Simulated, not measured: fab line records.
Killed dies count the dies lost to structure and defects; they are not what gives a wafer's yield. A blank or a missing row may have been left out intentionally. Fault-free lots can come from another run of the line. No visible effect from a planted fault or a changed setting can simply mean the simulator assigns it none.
fab line records	flow n5Finfet
record lots=11	wafers=32	lastDay=20
route steps=1938 shown BEOL_M8@1366 PASSIVATION@1936
lots that met no fault: from a run of the same line without faults
startH: start of the lot's first displayed wafer, in hours after the record's first day	waitH: hours from the lot's prior step to this one	" as in the row above	L1.1+2: one row covering several wafers at once	- no value, or no start given	* or withheld: withheld	< > ~ a bound
route shown NAME@n: a module of which the file shows steps, and the number in the route of the first	usual: mean and standard deviation over wafers with no fault	same: alike in all rows	chamber/n: place in a boat	sites: readings site by site	_std_site: standard deviation across them	_edge_site: the outer-site mean with the inner-site mean subtracted	radiusMm: how far each site lies from the wafer's centre	mask NAME#n: copy n	behind: tool/chamber where the wafer was last shaped	hold: the reason the lot was held/the length of the hold in hours/how it ended	device: whichever transistor did not switch (one of n, p or np)	end of line: the tests these same wafers got at the end of their route	a step given without rows: its recipe and nothing more	killed: count of dies lost to structure and defects at first sort (not the wafer's yield)	map: a wafer's dies, x killed, . not, _ none there
set.NAME: the setting that was run; set.NAME@STEP: the one run at that earlier step	model.NAME: the simulator's own value behind a step, which no gauge read
one table for each step of the route and one row for each wafer, over a sample of lots
services: a tool's chamber out of use, with start hour (startH, from the record's first day; less than 0 if before it), hours out, and reason
## steps
# step N5_BEOL_M8_OVL_MEAS_29
# recipe pointsPerWafer=522
# usual V7_OVL=0.6/0.66
lot.wafer	tool	chamber	startH	waitH	V7_OVL[nm]
L516.3	overlay-01	0	247.53	0.0	-0.4
L516.4	"	0	"	"	0.0
L516.5	"	0	"	"	-1.2
L517.3	overlay-01	0	266.51	0.0	1.2
L517.4	"	0	"	"	1.0
L517.5	"	0	"	"	0.5
L515.1	overlay-02	0	272.96	0.0	0.4
L515.5	"	0	"	"	0.6
L527.3	overlay-01	0	329.31	0.0	1.1
L527.4	"	0	"	"	1.2
L527.5	"	0	"	"	1.4
L531.3	overlay-01	0	342.66	0.0	0.4
L531.4	"	0	"	"	0.2
L531.5	"	0	"	"	0.3
L534.2	overlay-01	0	352.93	0.0	0.0
L534.3	"	0	"	"	0.0
L534.6	"	0	"	"	0.0
L530.1	overlay-02	0	352.97	0.0	1.5
L530.2	"	0	"	"	-0.1
L530.6	"	0	"	"	0.2
L533.3	overlay-02	0	365.01	0.0	0.7
L533.5	"	0	"	"	0.8
L533.6	"	0	"	"	0.6
L536.1	overlay-02	0	387.10	0.0	0.2
L536.2	"	0	"	"	1.2
L536.4	"	0	"	"	0.9
L535.1	overlay-02	0	387.27	0.0	0.5
L535.2	"	0	"	"	0.9
L535.3	"	0	"	"	2.1
L537.3	overlay-02	0	414.33	0.0	0.6
L537.5	"	0	"	"	1.2
L537.6	"	0	"	"	1.4
# step N5_BEOL_M8_TRENCH_ETCH_37
# recipe chemistry=C4F6/O2	targetDepthA=934.78	target=SiCOH_lowk	timeS=31.2	ionEnergyEv=250	pressureMtorr=30	sourceW=345	biasW=185	Ar_flow_sccm=300	C4F6_flow_sccm=10	O2_flow_sccm=10
# usual biasW=185.1/0.54	chamberPressureMTorr=29.996/0.03	drypumpMotorCurrentA=5.8/0.54	oes_o_777_au=0.82/0.099	oesProductAu=0.81/0.11	rfVppV=665/13	showerheadPlenumPTorr=2.87/0.11	throttleValvePct=20.8/0.32
lot.wafer	tool	chamber	startH	waitH	biasW	chamberPressureMTorr	drypumpMotorCurrentA	oes_o_777_au	oesProductAu	rfHoursCounterH	rfVppV	showerheadPlenumPTorr	throttleValvePct
L516.3	rieDiel-03	1	-	-	185.7	29.996	5.9	0.80	0.76	184	665	2.96	21.5
L516.4	"	2	"	"	184.7	29.991	5.6	0.72	0.70	-	644	2.69	20.8
L516.5	"	0	"	"	185.6	29.978	4.9	0.92	0.91	-	660	2.80	20.6
L517.3	rieDiel-06	1	-	-	184.8	30.020	5.2	0.73	0.68	224	652	2.93	21.0
L517.4	"	2	"	"	184.7	29.950	6.2	0.69	0.67	245	678	2.89	20.9
L517.5	"	2	"	"	184.5	29.968	6.2	0.69	0.66	-	680	2.89	20.9
L515.1	rieDiel-03	2	-	-	184.7	30.028	5.6	0.71	0.70	211	643	2.68	20.8
L515.5	"	0	"	"	185.2	29.995	4.9	0.90	0.89	-	661	2.79	20.6
L527.3	rieDiel-06	0	-	-	186.4	29.999	5.9	0.69	0.70	240	689	2.89	21.0
L527.4	"	2	"	"	186.2	30.005	6.2	0.96	0.95	6	678	2.89	20.6
L527.5	"	1	"	"	185.5	30.006	5.2	0.72	0.68	-	650	2.92	21.0
L531.3	rieDiel-03	3	-	-	184.9	30.003	6.1	0.91	0.93	25	679	3.01	20.5
L531.4	"	3	"	"	186.1	29.961	6.2	0.92	0.92	-	678	3.01	20.5
L531.5	"	0	"	"	184.6	30.017	4.9	0.87	0.85	-	660	2.78	20.6
L534.2	rieDiel-02	1	-	-	184.9	29.997	5.5	0.91	0.92	21	658	2.78	21.0
L534.3	"	3	"	"	184.7	30.036	6.4	0.68	0.68	246	654	2.69	20.7
L534.6	"	1	"	"	186.2	29.993	5.5	0.91	0.91	-	659	2.78	21.0
L530.1	rieDiel-06	2	-	-	184.8	29.987	6.2	0.93	0.91	16	679	2.88	20.6
L530.2	"	3	"	"	183.5	30.050	6.8	0.87	0.89	26	670	2.92	20.7
L530.6	"	2	"	"	185.9	29.945	6.2	0.93	0.91	-	679	2.88	20.6
L533.3	rieDiel-03	0	-	-	184.7	30.000	4.9	0.85	0.84	66	660	2.78	20.7
L533.5	"	0	"	"	184.2	29.976	4.9	0.86	0.83	-	659	2.78	20.7
L533.6	"	3	"	"	185.2	30.013	6.1	0.90	0.91	-	678	3.00	20.5
L536.1	rieDiel-06	3	-	-	184.9	29.984	6.8	0.84	0.86	43	670	2.91	20.7
L536.2	"	1	"	"	185.3	29.994	5.2	0.99	0.93	12	652	2.92	20.8
L536.4	"	1	"	"	185.0	30.003	5.2	0.99	0.93	-	651	2.92	20.8
L535.1	rieDiel-03	1	-	-	185.2	29.957	6.0	0.76	0.73	237	663	2.93	21.6
L535.2	"	3	"	"	184.6	30.021	6.1	0.88	0.89	41	678	3.00	20.5
L535.3	"	0	"	"	184.8	29.972	4.9	0.84	0.83	74	660	2.77	20.7
L537.3	rieDiel-06	3	-	-	186.0	30.001	6.8	0.83	0.84	-	670	2.90	20.7
L537.5	"	3	"	"	185.0	29.987	6.8	0.83	0.84	-	671	2.90	20.7
L537.6	"	2	"	"	185.6	30.034	6.2	0.87	0.85	-	679	2.87	20.7
# step N5_BEOL_M8_ALD_77
# recipe material=TaN	targetThkA=20	tempC=275	aldPrecursorFamily=PDMAT	aldCoReactant=NH3	pressureTorr=3	carrierFlowSccm=1500	pulseTimeS=2	purgeTimeS=3	coReactantPurgeTimeS=2	coReactantPulseTimeS=3	aldCycles=40	precursorVesselTempC=75	precursorVesselPressureTorr=26.25	precursorVesselCarrierSccm=1000
# usual heaterPowerW=409/47	purgeTimeS=3/0
lot.wafer	tool	chamber	startH	waitH	heaterPowerW	purgeTimeS
L516.3	aldMetal-03	0	248.68	0.1	414	3
L516.4	"	3	"	"	465	3
L516.5	"	3	"	"	457	3
L517.3	aldMetal-04	2	268.04	0.1	378	3
L517.4	"	1	"	"	395	3
L517.5	"	2	"	"	387	3
L515.1	aldMetal-03	3	274.96	0.0	461	3
L515.5	"	2	"	"	329	2.3208
L527.3	aldMetal-01	1	330.68	0.0	366	3
L527.4	"	0	"	"	404	3
L527.5	"	1	"	"	364	3
L531.3	aldMetal-04	2	344.17	0.0	375	3
L531.4	"	1	"	"	394	3
L531.5	"	1	"	"	403	3
L534.2	aldMetal-03	1	354.64	0.0	481	3
L534.3	"	2	"	"	329	3
L534.6	"	2	"	"	328	3
L530.1	aldMetal-04	2	355.01	0.1	398	3
L530.2	"	1	"	"	392	3
L530.6	"	1	"	"	400	3
L533.3	aldMetal-03	2	366.38	0.0	326	3
L533.5	"	0	"	"	411	3
L533.6	"	2	"	"	325	3
L536.1	aldMetal-04	0	389.01	0.1	471	3
L536.2	"	1	"	"	394	3
L536.4	"	2	"	"	381	3
L535.1	aldMetal-01	1	389.68	0.1	335	3
L535.2	"	0	"	"	382	3
L535.3	"	2	"	"	334	3
L537.3	aldMetal-01	2	416.36	0.0	342	3
L537.5	"	1	"	"	331	3
L537.6	"	2	"	"	343	3
# step N5_BEOL_M8_ANNEAL_51
# recipe tempC=225	timeS=90	ambient=N2
# usual wafer_temp_C_max=225.89/0.22
lot.wafer	tool	chamber	startH	waitH	wafer_temp_C_max
L516.3	rtpAnneal-01	0	249.54	0.1	226.00
L516.4	"	0	"	"	225.99
L516.5	"	0	"	"	226.48
L517.3	rtpAnneal-02	0	269.06	0.1	225.89
L517.4	"	0	"	"	225.76
L517.5	"	0	"	"	225.74
L515.1	rtpAnneal-02	0	276.11	0.4	225.47
L515.5	"	0	"	"	225.96
L527.3	rtpAnneal-02	0	333.45	0.1	226.28
L527.4	"	0	"	"	225.43
L527.5	"	0	"	"	225.56
L531.3	rtpAnneal-01	0	345.65	0.7	225.90
L531.4	"	0	"	"	225.96
L531.5	"	0	"	"	226.28
L534.2	rtpAnneal-02	0	355.92	0.1	225.95
L534.3	"	0	"	"	225.67
L534.6	"	0	"	"	225.71
L530.1	rtpAnneal-01	0	357.15	0.2	226.01
L530.2	"	0	"	"	225.85
L530.6	"	0	"	"	225.70
L533.3	rtpAnneal-01	0	367.31	0.1	225.72
L533.5	"	0	"	"	226.22
L533.6	"	0	"	"	226.00
L536.1	rtpAnneal-02	0	390.08	0.1	225.62
L536.2	"	0	"	"	225.28
L536.4	"	0	"	"	225.78
L535.1	rtpAnneal-02	0	390.60	0.1	225.77
L535.2	"	0	"	"	225.80
L535.3	"	0	"	"	225.66
L537.3	rtpAnneal-02	0	418.01	0.5	225.94
L537.5	"	0	"	"	225.55
L537.6	"	0	"	"	226.04
# step N5_PASSIVATION_PROBE_49
# usual defectLimitedYield=91.4/1.2	killed_at_M0_to_M3=35/11	killed_at_M4_up=14/6	killedAtContacts=12/6.7	killedAtFrontEnd=37/9.7	killedAtOther=3.5/2.5	killedDies=102/15	killedOpen=67/12	killedShort=33/7.3	sort_bin_5_function=5.1/0.81	sort_bin_6_memory=3.2/0.65	sort_bin_8_speed=0.00/0.021	sortNPass=1078/15	sortYieldPct=91.4/1.2
# same grossDies=1180	killedAtBackSide=0	sort_bin_4_leakage[%]=0
lot.wafer	tool	chamber	startH	waitH	defectLimitedYield[%]	killed_at_M0_to_M3	killed_at_M4_up	killedAtContacts	killedAtFrontEnd	killedAtOther	killedDies	killedOpen	killedShort	sort_bin_5_function[%]	sort_bin_6_memory[%]	sort_bin_8_speed[%]	sortNPass	sortYieldPct[%]
L515.1	prober-01	-	356.70	0.0	90.8	19	10	14	60	6	109	58	48	5.5	3.6	0	1071	90.8
L515.5	prober-01	-	356.90	0.2	92.3	23	9	13	39	7	91	62	29	4.4	3.0	0	1089	92.3
L527.3	prober-02	-	389.74	0.1	92.9	32	18	8	24	2	84	68	15	4.3	2.6	0	1096	92.9
L527.4	prober-02	-	389.79	0.2	92.0	33	18	5	34	4	94	55	37	4.7	3.0	0	1086	92.0
L527.5	prober-02	-	389.84	0.2	92.3	32	22	6	28	3	91	61	30	4.8	2.5	0	1089	92.3
L535.1	prober-01	-	460.16	0.0	94.0	21	6	7	37	0	71	44	19	3.1	1.8	0	1109	94.0
L535.2	prober-01	-	460.21	0.1	93.8	29	8	3	32	1	73	46	26	4.8	1.0	0	1107	93.8
L535.3	prober-01	-	460.26	0.1	93.1	18	6	4	52	2	82	53	28	3.1	3.6	0	1098	93.1
# killed by level:class
L515.1 FIN_SAQP:geometricParticle:short=24 FIN_SAQP:geometricParticle:open=14 MOL_CONTACT_COAG:geometricParticle:open=12 GATE_CUT:geometricParticle:short=5 BEOL_M0_SAQP:geometricParticle:open=5 BEOL_M3:geometricParticle:open=4 STI_FIN_REVEAL:geometricParticle:open=3 BEOL_M2:geometricParticle:open=3
L515.5 MOL_CONTACT_COAG:geometricParticle:open=11 FIN_SAQP:geometricParticle:open=9 FIN_SAQP:geometricParticle:short=8 BEOL_M2:geometricParticle:open=7 STI_FIN_REVEAL:geometricParticle:open=6 BEOL_M1:geometricParticle:open=6 BEOL_M1:geometricParticle:short=4 STARTING-WAFER:geometricParticle:open=4
L527.3 BEOL_M4:geometricParticle:open=13 BEOL_M1:geometricParticle:open=10 MOL_CONTACT_COAG:geometricParticle:open=8 BEOL_M0:geometricParticle:open=6 FIN_SAQP:geometricParticle:open=5 DUMMY_GATE:geometricParticle:open=5 BEOL_M3:geometricParticle:open=5 STARTING-WAFER:geometricParticle:open=5
L527.4 BEOL_M0_SAQP:geometricParticle:short=8 FIN_SAQP:geometricParticle:short=7 BEOL_M4:geometricParticle:open=6 STI_FIN_REVEAL:geometricParticle:open=5 BEOL_M0_SAQP:geometricParticle:open=5 BEOL_M8:geometricParticle:open=5 BEOL_M1:geometricParticle:short=5 BEOL_M1:geometricParticle:open=5
L527.5 BEOL_M0:geometricParticle:open=10 FIN_SAQP:geometricParticle:open=9 BEOL_M4:geometricParticle:open=6 BEOL_M1:geometricParticle:open=5 STARTING-WAFER:geometricParticle:short=5 DUMMY_GATE:geometricParticle:open=4 MOL_CONTACT_COAG:geometricParticle:open=4 BEOL_M0_SAQP:geometricParticle:open=4
L535.1 STI_FIN_REVEAL:geometricParticle:open=9 FIN_SAQP:geometricParticle:open=8 HKMG_FIN:areaEtch=7 MOL_CONTACT_COAG:geometricParticle:open=6 BEOL_M0_SAQP:geometricParticle:open=5 BEOL_M1:geometricParticle:short=4 FIN_SAQP:geometricParticle:short=4 BEOL_M2:geometricParticle:open=4
L535.2 STI_FIN_REVEAL:geometricParticle:open=10 BEOL_M3:geometricParticle:open=10 FIN_SAQP:geometricParticle:open=7 FIN_SAQP:geometricParticle:short=6 STI_FIN_REVEAL:geometricParticle:short=5 BEOL_M0_SAQP:geometricParticle:short=5 BEOL_M2:geometricParticle:open=4 BEOL_M0_SAQP:geometricParticle:open=3
L535.3 FIN_SAQP:geometricParticle:short=14 STI_FIN_REVEAL:geometricParticle:open=12 FIN_SAQP:geometricParticle:open=10 BEOL_M3:geometricParticle:open=5 BEOL_M4:geometricParticle:open=5 STI_FIN_REVEAL:geometricParticle:short=4 DUMMY_GATE:geometricParticle:open=3 BEOL_M1:geometricParticle:open=3
## services
tool	chamber	startH	hours	kind
rieDiel-03	2	232.24	9.5	repair
rieDiel-06	-	234.94	0.5	repair
rieDiel-03	3	245.80	5.4	repair
rieDiel-06	3	268.66	-	clean
rieDiel-06	3	268.66	-	consumableReplace:focusRing
rieDiel-06	3	268.66	20.6	scheduledDown
rieDiel-06	3	268.66	20.6	ventCycle
aldMetal-03	-	280.48	0.8	repair
rieDiel-06	2	289.23	-	clean
rieDiel-06	2	289.23	-	consumableReplace:focusRing
rieDiel-06	2	289.23	18.8	scheduledDown
rieDiel-06	2	289.23	18.8	ventCycle
rieDiel-02	-	336.28	0.6	repair
aldMetal-01	-	337.25	14.0	pm
rieDiel-06	1	337.72	-	clean
rieDiel-06	1	337.72	-	consumableReplace:focusRing
rieDiel-06	1	337.72	25.3	scheduledDown
aldMetal-03	1	356.26	53.9	repair
rieDiel-06	0	391.80	48.8	repair
aldMetal-03	3	392.43	2.3	repair
rieDiel-06	1	404.37	14.4	repair
aldMetal-04	0	409.65	7.3	repair
aldMetal-04	-	411.22	28.1	pm
aldMetal-01	-	411.30	1.0	repair
## key
firstSign step=N5_BEOL_M8_ALD_77	reading=purgeTimeS	direction=down	sigmas=99+	usual=*	struck=*
effect none on later readings
metAt N5_BEOL_M8_ALD_77
struckLots L515
struckWafers L515.5
notActingAt N5_BEOL_M8_OVL_MEAS_29,N5_BEOL_M8_TRENCH_ETCH_37,N5_BEOL_M8_ANNEAL_51
onsetBetween 248.68 274.96
fault kind=processParameterDrift	tool=aldMetal-03	chamber=-	onsetH=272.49	steps=N5_BEOL_M8_ALD_77	channel=purgeTimeS	offset=*	shape=step	endH=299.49	scope=struckWafersOnly	actsIn=*	stated=*
